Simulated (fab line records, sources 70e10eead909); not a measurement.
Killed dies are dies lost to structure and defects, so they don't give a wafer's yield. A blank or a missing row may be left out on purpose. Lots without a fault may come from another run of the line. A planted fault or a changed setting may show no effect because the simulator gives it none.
Chamber matching | flow nand_harc | NHARC_P_M1_DEP_33 on pecvd-02: 3 sister chambers
The step deposits SiCN, target thk 30 nm. 3 wafers are shown with their chamber, then 7 later ones without.

WAFERS WITH THEIR CHAMBER
wafer  | chamber | heater_power_outer_w (W)
L087.1 | 1       | 381
L087.3 | 0       | 417
L089.5 | 2       | 490

WAFERS WITHOUT THEIR CHAMBER
wafer  | heater_power_outer_w (W)
L089.6 | 384
L093.1 | 383
L093.4 | 377
L093.6 | 375
L094.1 | 319
L094.4 | 335
L094.5 | 477

WHICH CHAMBER EACH WENT THROUGH
wafer  | from the rows above     | in truth
L089.6 | can't be placed: 1 or 0 | 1
L093.1 | can't be placed: 1 or 0 | 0
L093.4 | can't be placed: 1 or 0 | 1
L093.6 | can't be placed: 1 or 0 | 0
L094.1 | can't be placed: 1 or 0 | 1
L094.4 | can't be placed: 1 or 0 | 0
L094.5 | can't be placed: 2 or 0 | 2
Placed correctly: 0 of 7. Can't be placed from these rows: 7 (the true chamber is among the candidates in 7). Placed wrongly: 0.
How it was worked out, from the rows above alone: a wafer's distance from a chamber is the root of the sum, over the readings, of the square of ((its reading less the chamber's mean) divided by the reading's scatter). The wafer belongs to the nearest chamber; if the next one is less than 2 further off, it can't be placed. A chamber's mean is the mean of its shown wafers. The scatter: with one shown wafer a chamber, the root of the mean of the squares of how far each hidden wafer lies from its nearest shown one.
